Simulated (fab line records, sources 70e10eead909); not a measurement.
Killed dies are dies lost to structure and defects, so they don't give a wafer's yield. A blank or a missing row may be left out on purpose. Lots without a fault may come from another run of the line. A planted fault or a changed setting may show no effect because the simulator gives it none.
One fault seen from 3 desks | flow nand_harc | each desk has only its own numbers; what lay behind them comes last

THE DEFECT DESK
What the inspections along the route counted, lot by lot: means of the sampled wafers that have a number. A lot is out of limits, marked OUT, if its mean lies more than 4 standard deviations from the usual mean; the brackets give that distance.
Columns: A = raw_defect_count at NHARC_P_M0_INSPECT_27, usual 306
lot  | first seen here | A
L508 | day 7 04:06     | 181
L509 | day 7 10:40     | 286
L510 | day 7 23:07     | 292
L511 | day 8 10:03     | 454
L512 | day 8 12:13     | 218
L514 | day 9 11:30     | 182
L515 | day 10 00:34    | 339
L519 | day 11 13:47    | 205
L520 | day 12 12:31    | 295
L522 | day 13 06:12    | 535
L523 | day 13 12:38    | 513
L524 | day 13 13:19    | 446
L529 | day 15 22:29    | 228
This desk's finding: nothing out of limits on any of the 13 lots.

THE TOOL OWNER'S DESK: litho_track-06
The tool's own readings at NHARC_P_M1_PEB_07 (peb time 65 s): means of the sampled wafers that have a number, for each lot that ran on this tool. A lot is out of limits, marked OUT, if its mean lies more than 4 standard deviations from the usual mean; the brackets give that distance.
Columns: A = chill_plate_temp_C at NHARC_P_M1_PEB_07, usual 23.00 C; B = plate_temp_C at NHARC_P_M1_PEB_07, usual 100.00 C
lot  | first seen here | A     | B
L508 | day 7 05:25     | 23.03 | 99.87
L509 | day 7 11:59     | 22.98 | 99.91
L514 | day 9 12:50     | 23.09 | 99.91
L515 | day 10 01:53    | 23.02 | 100.00
L520 | day 12 13:50    | 23.13 | 100.13
L522 | day 13 07:31    | 22.97 | 100.09
This desk's finding: nothing out of limits on any of the 6 lots.

THE METROLOGY DESK
What the gauges read, lot by lot, whatever tool the lot ran on: means of the sampled wafers that have a number. A lot is out of limits, marked OUT, if its mean lies more than 4 standard deviations from the usual mean; the brackets give that distance.
Columns: A = cd_nm at NHARC_P_M1_CD_MEAS_09, usual 129.6 nm
lot  | first seen here | A
L508 | day 7 05:30     | 128.2
L509 | day 7 12:04     | 128.2
L510 | day 8 00:31     | 130.8
L511 | day 8 11:35     | 129.8
L512 | day 8 13:47     | 130.0
L514 | day 9 12:55     | 128.4
L515 | day 10 01:58    | 128.1
L519 | day 11 15:21    | 130.3
L520 | day 12 13:55    | 145.1 (+12) OUT
L522 | day 13 07:35    | 144.0 (+11) OUT
L523 | day 13 13:55    | 128.9
L524 | day 13 14:43    | 130.4
L529 | day 15 23:52    | 130.6
This desk's finding: out of limits on L520, L522; first on L520, day 12 13:55 (cd_nm at NHARC_P_M1_CD_MEAS_09). In limits: L508, L509, L510, L511, L512, L514, L515, L519, L523, L524, L529.

PUT TOGETHER
The metrology desk could have raised an alarm at day 12 13:55, on L520, L522.
The defect desk saw nothing out of limits.
The tool owner's desk saw nothing out of limits.
The defect desk has L520, L522 on record, within its limits.
The tool owner's desk has L520, L522 on record, within its limits.
Of the lots named, all ran NHARC_P_M1_PEB_07 on litho_track-06.

WHAT THE SIMULATOR HAD PUT IN
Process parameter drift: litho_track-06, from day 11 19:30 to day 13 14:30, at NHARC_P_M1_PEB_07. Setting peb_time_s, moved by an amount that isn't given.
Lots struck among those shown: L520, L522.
Hours from the fault's start to each desk's first reading out of limits: the metrology desk, 18.
